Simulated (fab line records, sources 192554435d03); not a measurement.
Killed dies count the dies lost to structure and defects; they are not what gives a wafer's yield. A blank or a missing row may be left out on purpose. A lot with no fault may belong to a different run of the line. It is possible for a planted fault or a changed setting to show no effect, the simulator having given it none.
Code-filled problem report in 8D (eight disciplines) form + flow n5-finfet + the parts of the form that need people (team, actions taken, sign-off) are left out

1. WHAT IS WRONG
Mean IOFF_P_LIN at N5_BEOL_M4_RC_MEAS_101: 0.189 nA/um over 2 wafers in 2 lots; fault-free wafers: 0.101 nA/um, standard deviation 0.013. That is +6.8 standard deviations from the usual mean.
The first sign was on wafer L175.3 at day 12 16:37, on prober-01. Wafers with a number at this step in the record: 25, from 9 lots. Rule for "out", or "out of limits": more than 4 standard deviations from the usual mean. All remaining wafers that have a number are taken as sound.

2. WHAT THIS IS AND IS NOT
| question                    | is                                                                                                      | is not                                                                                |
|-----------------------------|---------------------------------------------------------------------------------------------------------|---------------------------------------------------------------------------------------|
| which readings at this step | IOFF_P_LIN, DIBL_N, IOFF_N, IOFF_N_85C, IOFF_N_LIN, IOFF_P, IOFF_P_85C, ION_P, REXT_N, REXT_P, VT_P_LVT | -                                                                                     |
| which lots                  | L175, L176                                                                                              | L160, L163, L166, L171, L178, L179, L180                                              |
| which wafers of those lots  | L175.3, L176.3                                                                                          | L175.2, L175.4, L176.4, L176.5                                                        |
| read on which gauges        | prober-01, prober-02                                                                                    | -                                                                                     |
| when                        | from day 12 16:37                                                                                       | up to then (14 sound wafers); but 9 sound wafers of L176, L178, L179, L180 came after |

3. WHAT RULES OUT EACH SUSPECT
Counting: if a tool at a process step up to the reading ran every lot that is out, it stays a suspect. Sound lots after the first of them don't rule it out here, since some wafers of a struck lot are sound.
- the gauge at N5_BEOL_M4_RC_MEAS_101 has been ruled out. Those wafers that are out were read across 2 gauges (prober-01, prober-02).
- ald-sin-03 at N5_SPACER0_ALD_07 (deposits SiNx, target thk 2 nm): kept. Every lot that is out went through it, the first being L175 (day 7 11:47); the last sound lot it ran before that was L171 (day 6 14:28).
- rie-diel-02 at N5_SDB_ETCH_25 (etches SiO2 in C4F6/O2, target depth 10 nm, time 3.3 s): kept. Every lot that is out went through it, the first being L175 (day 8 06:07); the last sound lot it ran before that was L163 (day 5 07:13).
- ald-sin-03, N5_SPACER0_ALD_07: wafers that are out in chamber 3, sound lot-mates in chambers 0, 1.
What counting leaves: ald-sin-03 at N5_SPACER0_ALD_07 and rie-diel-02 at N5_SDB_ETCH_25.

4. THE CAUSE (what the simulator had put in)
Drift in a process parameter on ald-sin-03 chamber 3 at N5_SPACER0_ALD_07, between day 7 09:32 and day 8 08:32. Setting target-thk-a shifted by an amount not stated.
Counting leaves 2 suspects; this tool is one of them.

5. SEQUENCE OF EFFECTS, ordered by route
Each row: a reading where the mean over the struck wafers with a number is more than 3 standard deviations away from the usual. Only readings whose record carries a usual standard deviation are examined. hours: median over the lots of the time between each lot's start at the first step of this table that gives one and its start at this step. sigmas: the change, counted in usual standard deviations.
| hours | step                         | reading        | usual       | on struck wafers | change | sigmas |
|-------|------------------------------|----------------|-------------|------------------|--------|--------|
| 0     | N5_DUMMY_REMOVAL_HM_STRIP_01 | oes-product-au | 0.64 a.u.   | 0.42             | -0.22  | -4.4   |
| 101   | N5_BEOL_M4_RC_MEAS_101       | DIBL_N         | 36.3 mV/V   | 44.4             | +8.1   | +5.0   |
| 101   | N5_BEOL_M4_RC_MEAS_101       | DIBL_P         | 36.2 mV/V   | 42.6             | +6.4   | +3.2   |
| 101   | N5_BEOL_M4_RC_MEAS_101       | IOFF_N         | 0.160 nA/um | 0.328            | +0.168 | +6.0   |
| 101   | N5_BEOL_M4_RC_MEAS_101       | IOFF_N_85C     | 3.1 nA/um   | 5.7              | +2.6   | +5.7   |
| 101   | N5_BEOL_M4_RC_MEAS_101       | IOFF_N_LIN     | 0.074 nA/um | 0.124            | +0.051 | +4.6   |
| 101   | N5_BEOL_M4_RC_MEAS_101       | IOFF_P         | 0.21 nA/um  | 0.45             | +0.24  | +6.7   |
| 101   | N5_BEOL_M4_RC_MEAS_101       | IOFF_P_85C     | 3.7 nA/um   | 6.8              | +3.1   | +6.2   |
| 101   | N5_BEOL_M4_RC_MEAS_101       | IOFF_P_LIN     | 0.101 nA/um | 0.189            | +0.088 | +6.8   |
| 101   | N5_BEOL_M4_RC_MEAS_101       | ION_N          | 677 uA/um   | 715              | +38    | +3.5   |
| 101   | N5_BEOL_M4_RC_MEAS_101       | ION_P          | 465 uA/um   | 494              | +29    | +4.2   |
| 101   | N5_BEOL_M4_RC_MEAS_101       | REXT_N         | 75.2 ohm.um | 67.7             | -7.5   | -4.7   |
| 101   | N5_BEOL_M4_RC_MEAS_101       | REXT_P         | 99.4 ohm.um | 89.0             | -10.4  | -5.2   |
| 101   | N5_BEOL_M4_RC_MEAS_101       | VT_N           | 250 mV      | 240              | -10    | -3.5   |
| 101   | N5_BEOL_M4_RC_MEAS_101       | VT_N_LVT       | 97.8 mV     | 86.7             | -11.1  | -3.8   |
| 101   | N5_BEOL_M4_RC_MEAS_101       | VT_P           | -250 mV     | -236             | +14    | +4.1   |
| 101   | N5_BEOL_M4_RC_MEAS_101       | VT_P_LVT       | -98.7 mV    | -83.8            | +14.9  | +5.1   |
Here are the process steps it includes:
- N5_DUMMY_REMOVAL_HM_STRIP_01: strips SiNx in CH3F/O2, stops on poly-Si, target depth 4 nm, time 6.8 s.

6. HOW IT WOULD HAVE BEEN CAUGHT EARLIER
127 hours passed between the start of the fault at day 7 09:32 and the first reading out of limits at a measuring or inspecting step in this record, taken at day 12 16:37.
No tool reading at N5_SPACER0_ALD_07 that has a usual standard deviation in the record was out on any struck wafer, so an alarm limit of 4 standard deviations on those readings would not have fired.
All the lots that are out (2) had begun N5_SPACER0_ALD_07 on ald-sin-03 by day 12 16:37. None of them would have been spared by holding the tool at that moment.
